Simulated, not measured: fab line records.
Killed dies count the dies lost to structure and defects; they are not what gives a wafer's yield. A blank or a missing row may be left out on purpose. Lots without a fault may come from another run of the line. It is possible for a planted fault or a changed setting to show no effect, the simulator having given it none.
fab line records | flow nandHarc
[record] lots = 12 wafers = 36 lastDay = 33
route steps=1302 shown A_CHANNEL_HOLE_D1@479 A_CHANNEL_FILL_D1@499 END@1302
lots untouched by any fault: they come from a run of this same line in which no faults occurred
startH: start of the lot's first displayed wafer, in hours after the record's first day | waitH: hours from the lot's prior step to this one | " repeats the value in the row above | L1.1+2: a row that stands for several wafers | - no value, or no start given | * or withheld: withheld | < > ~ a bound
route shown NAME@n: a module of which the file shows steps, and the number in the route of the first | usual: mean/standard deviation of fault-free wafers | same: alike in all rows | chamber/n: place in a boat | sites: each site's reading | _std_site: their standard deviation | _edge_site: the outer-site mean with the inner-site mean subtracted | radiusMm: for every site, how far away it sits from the centre of the wafer | mask NAME#n: copy n | behind: the last tool/chamber to shape the wafer | hold: why the lot was held/for how many hours/how that ended | device: names the non-switching transistor (n, p or np) | end of line: at the end of the route, the tests of the same wafers | step lacking rows: just its recipe | killed: count of dies lost to structure and defects at first sort (not the wafer's yield) | map: a wafer's dies, marking killed ones x, the rest . and places with no die _
set.NAME: setting as actually run; set.NAME@STEP: the setting as run at that earlier step | model.NAME: the simulator's own value behind a step, which no gauge read
steps of the route over a sample of lots; a table a step, a row a wafer
services: when a tool's chamber went out of use (startH, in hours from the record's first day, below 0 if earlier), for how many hours, and the reason
[[steps]]
[step NHARC_A_CHANNEL_HOLE_D1_ETCH_33]
[recipe] biasV = 400 sourceW = 2000 pressureMtorr = 25 timeS = 90 arFlowSccm = 375 c4f8FlowSccm = 41.7 o2FlowSccm = 83.3 tempC = -20 targetDepthA = 4000 chemistry = C4F8/O2/Ar
[usual] drypumpMotorCurrentA = 6.0/0.42 o2FlowSccm = 83.28/0.24 showerheadPlenumPTorr = 3.77/0.097 throttleValvePct = 27.620/0.0085
// columns lot.wafer tool chamber startH waitH drypumpMotorCurrentA o2FlowSccm rfHoursCounterH showerheadPlenumPTorr throttleValvePct
L831.1 harEtch-02 0 180.77 0.2 5.4 83.44 294 3.66 27.619
L831.4 " 0 " " 5.4 83.74 - 3.66 27.619
L831.3 " 1 " " 6.6 82.98 - 3.81 27.622
L836.1 harEtch-01 1 235.43 0.2 6.2 83.69 122 3.76 27.618
L836.4 " 0 " " 5.9 83.11 - 3.91 27.616
L836.6 " 1 " " 6.2 83.63 - 3.76 27.632
L838.3 harEtch-02 0 252.72 0.2 5.4 83.60 - 3.64 27.626
L838.4 " 1 " " 6.6 83.26 - 3.79 27.610
L838.5 " 1 " " 6.6 83.65 - 3.78 27.632
L844.2 harEtch-02 1 323.76 0.2 6.6 82.85 371 3.77 27.610
L844.3 " 1 " " 6.6 83.22 - 3.77 27.619
L844.5 " 1 " " 6.6 83.07 - 3.77 27.616
L845.1 harEtch-01 0 336.24 0.2 5.9 82.72 175 3.88 27.612
L845.4 " 0 " " 5.9 83.02 - 3.88 27.599
L845.3 " 1 " " 6.2 83.11 - 3.73 27.613
L847.2 harEtch-02 1 355.73 0.2 6.6 82.88 394 3.75 27.621
L847.4 " 0 " " 5.4 83.70 - 3.60 27.622
L847.5 " 1 " " 6.6 83.00 - 3.75 27.628
L848.1 harEtch-01 0 356.04 0.2 5.9 83.36 186 3.87 27.609
L848.4 " 1 " " 6.2 83.53 - 3.72 27.637
L848.3 " 0 " " 5.9 83.05 - 3.87 27.611
L849.1 harEtch-01 0 370.19 0.2 5.9 83.13 194 3.87 27.614
L849.4 " 0 " " 5.9 83.11 - 3.87 27.622
L849.6 " 0 " " 5.9 83.08 - 3.87 27.630
L850.2 harEtch-01 0 387.24 0.2 5.9 83.11 206 3.86 27.607
L850.4 " 0 " " 5.9 83.40 - 3.86 27.630
L850.6 " 1 " " 6.2 83.06 - 3.71 27.612
L852.2 harEtch-02 0 403.04 0.2 5.4 83.00 4 3.98 27.618
L852.4 " 0 " " 5.4 82.99 - 3.98 27.624
L852.6 " 1 " " 6.6 83.41 - 3.74 27.615
L853.1 harEtch-01 0 414.53 0.2 5.9 83.36 229 3.85 27.610
L853.3 " 1 " " 6.2 83.02 - 3.70 27.604
L853.6 " 0 " " 5.9 82.81 - 3.85 27.624
L854.1 harEtch-01 1 421.77 0.2 6.2 83.15 232 3.69 27.632
L854.4 " 0 " " 5.9 83.22 - 3.85 27.622
L854.5 " 0 " " 5.9 82.82 - 3.84 27.619
[step NHARC_A_CHANNEL_HOLE_D1_XSEM_31]
[recipe] landingEnergyEv = 35000
[usual] botCdNm = 74.6/1.4 bowNm = 8.52/0.3 tiltDeg = 0.07/0.048
// columns lot.wafer tool chamber startH waitH botCdNm bowNm tiltDeg
L831.1 xsem-02 0 182.56 0.1 74.7 9.06 0.09
L831.3 " 0 " " 75.9 9.07 0.09
L831.4 " 0 " " 75.7 9.03 0.09
L836.1 xsem-02 0 237.06 0.1 73.4 8.49 0.14
L836.4 " 0 " " 74.4 8.50 0.14
L836.6 " 0 " " 71.8 8.43 0.14
L838.3 xsem-01 0 254.29 0.1 75.1 8.85 0.02
L838.4 " 0 " " 73.7 8.83 0.02
L838.5 " 0 " " 73.9 8.82 0.02
L844.2 xsem-01 0 325.39 0.1 73.7 8.77 0.12
L844.3 " 0 " " 74.7 8.90 0.13
L844.5 " 0 " " 74.2 8.82 0.13
L845.1 xsem-01 0 338.33 0.1 74.3 8.10 0.00
L845.3 " 0 " " 72.9 8.11 0.00
L845.4 " 0 " " 74.1 8.10 0.01
L847.2 xsem-02 0 357.38 0.1 75.4 8.91 0.08
L847.4 " 0 " " 73.0 8.88 0.08
L847.5 " 0 " " 73.0 8.97 0.08
L848.1 xsem-01 0 357.63 0.1 75.6 8.62 0.00
L848.3 " 0 " " 77.4 8.59 0.00
L848.4 " 0 " " 76.0 8.63 0.00
L849.1 xsem-02 0 371.79 0.1 74.5 9.10 0.03
L849.4 " 0 " " 76.3 9.06 0.03
L849.6 " 0 " " 76.2 9.08 0.03
L850.2 xsem-01 0 388.85 0.1 74.2 8.67 0.13
L850.4 " 0 " " 77.3 8.75 0.13
L850.6 " 0 " " 75.5 8.67 0.13
L852.2 xsem-02 0 404.64 0.1 75.0 8.66 0.02
L852.4 " 0 " " 75.7 8.62 0.02
L852.6 " 0 " " 76.6 8.57 0.02
L853.1 xsem-02 0 416.13 0.1 73.5 8.56 0.08
L853.3 " 0 " " 73.6 8.63 0.08
L853.6 " 0 " " 75.9 8.64 0.08
L854.1 xsem-02 0 423.37 0.1 72.2 8.48 0.05
L854.4 " 0 " " 72.9 8.49 0.05
L854.5 " 0 " " 73.2 8.52 0.04
[step NHARC_A_CHANNEL_FILL_D1_ETCHBACK_19]
[recipe] targetDepthA = 50 timeS = 1.7 hbrFlowSccm = 150 cl2FlowSccm = 50 rfW = 400 icpW = 400 biasW = 100 chemistry = HBr/Cl2
[usual] drypumpMotorCurrentA = 5.8/0.42 oesProductAu = 1.004/0.0095 throttleValvePct = 26.406/0.0085
// columns lot.wafer tool chamber startH waitH drypumpMotorCurrentA oesProductAu rfHoursCounterH throttleValvePct
L831.1 rieSi-06 2 207.32 0.4 5.6 1.019 0.7 26.404
L831.3 " 0 " " 5.9 1.003 0.6 26.400
L831.4 " 1 " " 5.4 0.994 0.6 26.408
L836.4 rieSi-01 0 265.90 0.4 5.9 1.002 0.3 26.412
L836.1 " 3 " " 6.5 1.002 0.3 26.406
L836.6 " 0 " " 5.8 0.995 - 26.410
L838.4 rieSi-06 3 279.92 0.4 6.2 1.005 0.2 26.408
L838.3 " 0 " " 5.9 1.002 0.3 26.390
L838.5 " 3 " " 6.2 1.004 - 26.411
L844.3 rieSi-06 3 350.14 0.4 6.2 1.213 0.4 26.405
L844.2 " 0 " " 5.9 0.998 0.5 26.397
L844.5 " 3 " " 6.2 1.012 - 26.396
L845.1 rieSi-06 1 361.93 0.4 5.3 1.016 0.6 26.402
L845.3 " 2 " " 5.6 1.198 0.5 26.412
L845.4 " 1 " " 5.3 1.018 - 26.394
L847.2 rieSi-03 2 381.85 0.4 5.4 1.004 1.1 26.402
L847.4 " 0 " " 5.0 1.009 1.1 26.405
L847.5 " 3 " " 5.5 0.990 - 26.390
L848.3 rieSi-01 2 381.85 0.4 5.5 0.998 0 26.404
L848.1 " 3 " " 6.5 1.002 0 26.426
L848.4 " 0 " " 5.9 1.008 0 26.394
L849.4 rieSi-01 3 396.79 0.4 6.5 0.991 0.1 26.393
L849.1 " 0 " " 5.9 1.004 0.1 26.404
L849.6 " 2 " " 5.6 0.996 - 26.411
L850.2 rieSi-06 2 414.78 0.4 5.6 1.011 0.9 26.403
L850.4 " 3 " " 6.3 1.015 - 26.412
L850.6 " 0 " " 5.9 1.013 - 26.403
L852.2 rieSi-03 1 429.17 0.4 6.3 0.988 0.1 26.407
L852.4 " 2 " " 5.4 1.003 0.1 26.395
L852.6 " 3 " " 5.5 0.994 - 26.409
L853.3 rieSi-06 0 441.33 0.4 5.9 0.993 0 26.414
L853.1 " 3 " " 6.2 1.007 0 26.409
L853.6 " 3 " " 6.3 1.009 - 26.414
L854.1 rieSi-01 0 449.04 0.4 5.9 1.007 0.5 26.423
L854.4 " 2 " " 5.6 1.004 0.5 26.426
L854.5 " 1 " " 5.3 1.000 - 26.405
[step NHARC_A_CHANNEL_FILL_D1_STRIP_29]
[recipe] timeS = 20 o2FlowSccm = 500 arFlowSccm = 0 biasW = 0 chemistry = O2
[usual] drypumpMotorCurrentA = 5.5/0.49 o2FlowSccm = 499.9/1.4 oesProductAu = 1.007/0.011 rfVppV = 57.9/0.92 showerheadPlenumPTorr = 3.58/0.18 throttleValvePct = 17.036/0.0085
// columns lot.wafer tool chamber startH waitH drypumpMotorCurrentA o2FlowSccm oesProductAu rfHoursCounterH rfVppV showerheadPlenumPTorr throttleValvePct
L831.3 rieDiel-01 1 - - 4.9 499.0 1.019 0.2 59.0 3.69 17.045
L831.4 " 2 " " 5.8 500.7 1.006 0.2 58.3 3.34 17.035
L831.1 " 3 " " 4.9 497.9 1.010 0.1 59.2 3.79 17.018
L836.4 rieDiel-01 3 - - 4.8 501.5 1.016 3.2 57.9 3.78 17.028
L836.1 " 0 " " 5.4 497.7 1.001 4.1 57.7 3.57 17.050
L836.6 " 0 " " 5.4 498.6 0.996 - 58.5 3.57 17.030
L838.4 rieDiel-03 0 - - 5.1 500.0 1.010 0.2 58.1 3.37 17.038
L838.3 " 2 " " 6.0 500.6 1.016 0.2 59.1 3.73 17.038
L838.5 " 0 " " 5.1 501.3 0.990 - 57.9 3.37 17.049
L844.2 rieDiel-01 1 - - 4.9 501.0 1.018 7.3 58.3 3.69 17.034
L844.3 " 3 " " 4.8 501.4 1.003 6.8 57.2 3.78 17.044
L844.5 " 1 " " 4.9 497.6 1.025 - 58.7 3.69 17.037
L845.3 rieDiel-01 3 379.80 0.2 4.8 500.4 1.008 7.0 57.8 3.78 17.035
L845.1 " 1 " " 4.9 498.7 1.032 7.5 57.8 3.69 17.038
L845.4 " 0 " " 5.4 499.9 1.009 - 57.5 3.57 17.048
L847.2 rieDiel-08 2 - - 5.4 499.3 1.007 2.3 57.5 3.62 17.041
L847.4 " 0 " " 5.9 501.0 1.008 1.4 56.3 3.31 17.047
L847.5 " 2 " " 5.4 501.4 1.007 - 56.5 3.62 17.047
L848.1 rieDiel-03 3 399.76 0.2 6.1 498.5 1.008 7.8 57.8 3.76 17.028
L848.4 " 3 " " 6.1 500.1 1.021 - 59.3 3.76 17.037
L848.3 " 2 " " 5.9 500.0 1.010 - 59.6 3.72 17.045
L849.4 rieDiel-03 0 - - 5.2 498.3 1.007 9.0 57.4 3.37 17.035
L849.1 " 2 " " 5.9 499.5 1.010 6.8 57.4 3.72 17.042
L849.6 " 0 " " 5.2 496.7 1.001 - 56.3 3.37 17.039
L850.4 rieDiel-08 3 - - 4.9 502.4 1.013 3.8 57.7 3.62 17.037
L850.2 " 0 " " 5.9 501.8 1.017 3.3 57.4 3.31 17.014
L850.6 " 2 " " 5.4 500.1 1.016 - 58.0 3.62 17.042
L852.4 rieDiel-03 0 - - 5.1 495.9 0.998 11.6 56.7 3.37 17.030
L852.2 " 2 " " 5.9 498.9 1.004 9.0 58.6 3.72 17.040
L852.6 " 3 " " 6.1 498.4 1.005 - 56.7 3.75 17.043
L853.1 rieDiel-08 0 - - 5.9 500.0 1.021 3.6 57.0 3.31 17.023
L853.3 " 1 " " 4.9 498.6 0.985 3.5 57.1 3.34 17.033
L853.6 " 2 " " 5.4 499.7 1.009 - 57.5 3.62 17.027
L854.1 rieDiel-03 2 - - 5.9 499.0 1.005 0.0 59.5 3.72 17.054
L854.4 " 3 " " 6.1 500.7 1.026 0.1 58.2 3.75 17.035
L854.5 " 2 " " 5.9 499.7 0.999 - 59.2 3.72 17.034
[step NHARC_END_SORT_01]
[recipe] tempC = 25
[usual] killedAtArray = 54/17 killedAtOther = 1.0/1.4 killedAtPeriphery = 3.6/2.1 killedDies = 58/17 killedOpen = 3.2/2 killedShort = 2.5/1.5
[same] grossDies = 677
// columns lot.wafer tool chamber startH waitH killedAtArray killedAtOther killedAtPeriphery killedDies killedOpen killedShort
L844.2 prober-02 0 696.77 2.8 56 0 1 57 1 3
L844.3 prober-02 0 697.59 3.1 68 0 0 68 1 3
L844.5 prober-02 0 699.23 3.8 63 0 1 64 4 1
L845.1 prober-02 0 710.95 2.5 58 0 2 60 3 1
L845.3 prober-02 0 712.53 3.1 52 1 1 54 3 1
L845.4 prober-02 0 713.32 3.4 62 0 4 66 3 3
// killed by level:class
L844.2 A_CHANNEL_HOLE_D2:chamberFilmFlake=24 A_CHANNEL_HOLE_D1:chamberFilmFlake=15 A_SGD_CUT:chamberFilmFlake=6 A_STAIRCASE:chamberFilmFlake=3 A_CHANNEL_FILL_D2:chamberFilmFlake=3 P_CONTACT:geometricParticle:short=1 A_STAIRCASE:geometricParticle:short=1 A_WL_FILL:geometricParticle:short=1
L844.3 A_CHANNEL_HOLE_D2:chamberFilmFlake=25 A_CHANNEL_HOLE_D1:chamberFilmFlake=20 A_SGD_CUT:chamberFilmFlake=7 A_CHANNEL_FILL_D2:chamberFilmFlake=4 A_STAIRCASE:chamberFilmFlake=2 A_SLIT:chamberFilmFlake=2 A_WL_FILL:chamberFilmFlake=2 A_ONON_D1:geometricParticle:short=1
L844.5 A_CHANNEL_HOLE_D2:chamberFilmFlake=23 A_CHANNEL_HOLE_D1:chamberFilmFlake=17 A_SGD_CUT:chamberFilmFlake=9 A_CHANNEL_FILL_D2:chamberFilmFlake=3 A_SLIT:chamberFilmFlake=3 A_CONTACT:chamberFilmFlake=3 P_CONTACT:geometricParticle:open=1 A_CHANNEL_HOLE_D1:geometricParticle:open=1
L845.1 A_SLIT:chamberFilmFlake=33 A_CHANNEL_HOLE_D1:chamberFilmFlake=12 A_CONTACT:chamberFilmFlake=6 P_CONTACT:geometricParticle:open=1 A_ONON_D1:geometricParticle:short=1 A_CHANNEL_FILL_D1:geometricParticle:open=1 A_CONTACT:geometricParticle:open=1 P_STI:chamberFilmFlake=1
L845.3 A_SLIT:chamberFilmFlake=38 A_CHANNEL_HOLE_D1:chamberFilmFlake=6 A_BLC:chamberFilmFlake=3 A_CONTACT:chamberFilmFlake=2 P_M1:geometricParticle:short=1 A_CHANNEL_HOLE_D1:geometricParticle:open=1 A_DECK1_JOINT:geometricParticle:open=1 STARTING-WAFER:geometricParticle:open=1
L845.4 A_SLIT:chamberFilmFlake=36 A_CHANNEL_HOLE_D1:chamberFilmFlake=9 A_CONTACT:chamberFilmFlake=5 A_BLC:chamberFilmFlake=4 P_STI:chamberFilmFlake=3 A_STAIRCASE:chamberFilmFlake=2 P_CONTACT:geometricParticle:short=1 A_ONON_D1:geometricParticle:short=1
[[services]]
// columns tool chamber startH hours kind
rieDiel-03 1 169.93 6.0 repair
rieDiel-03 3 184.88 14.9 repair
rieSi-06 0 186.16 4.9 repair
rieSi-01 - 193.00 9.0 pm
rieDiel-01 - 203.86 9.0 pm
rieDiel-03 2 219.86 4.2 repair
rieDiel-03 0 230.78 4.5 repair
harEtch-02 - 242.88 0.3 repair
rieSi-06 - 249.00 9.0 pm
rieDiel-03 0 252.70 7.2 repair
rieDiel-03 - 281.30 9.0 pm
rieDiel-03 2 302.23 9.1 repair
harEtch-01 - 315.20 4.6 repair
rieSi-06 0 343.29 1.7 repair
rieSi-06 0 360.19 4.3 repair
xsem-02 - 365.73 0.2 repair
xsem-01 - 374.00 14.0 pm
harEtch-02 - 381.82 17.0 pm
rieDiel-03 1 393.66 8.5 repair
rieDiel-03 0 396.05 6.9 repair
rieSi-06 1 400.19 54.6 repair
rieSi-06 - 426.00 9.0 pm
xsem-02 - 427.06 3.4 repair
rieDiel-03 - 458.30 9.0 pm
[[key]]
[firstSign] step = NHARC_A_CHANNEL_FILL_D1_ETCHBACK_19 reading = oesProductAu direction = up sigmas = 21 usual = 1.004 struck = 1.206
effect none on later readings
metAt NHARC_A_CHANNEL_FILL_D1_ETCHBACK_19
struckLots L844,L845
struckWafers L844.3,L845.3
testerLeftOut L844,L845
notActingAt NHARC_A_CHANNEL_HOLE_D1_ETCH_33,NHARC_A_CHANNEL_HOLE_D1_XSEM_31,NHARC_A_CHANNEL_FILL_D1_STRIP_29
onsetBetween 279.92 350.14
[fault] kind = processParameterDrift tool = rieSi-06 chamber = - onsetH = 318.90 steps = NHARC_A_CHANNEL_FILL_D1_ETCHBACK_19 channel = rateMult offset = 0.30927 shape = step endH = 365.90 scope = struckWafersOnly
// testerLeftOut: of these lots the tester's yield and bins aren't shown, on N5 and GAA mostly nor the transistor test; their killed dies are dies lost to structure and defects alone, not to doping, threshold or leakage, so they don't give the yield
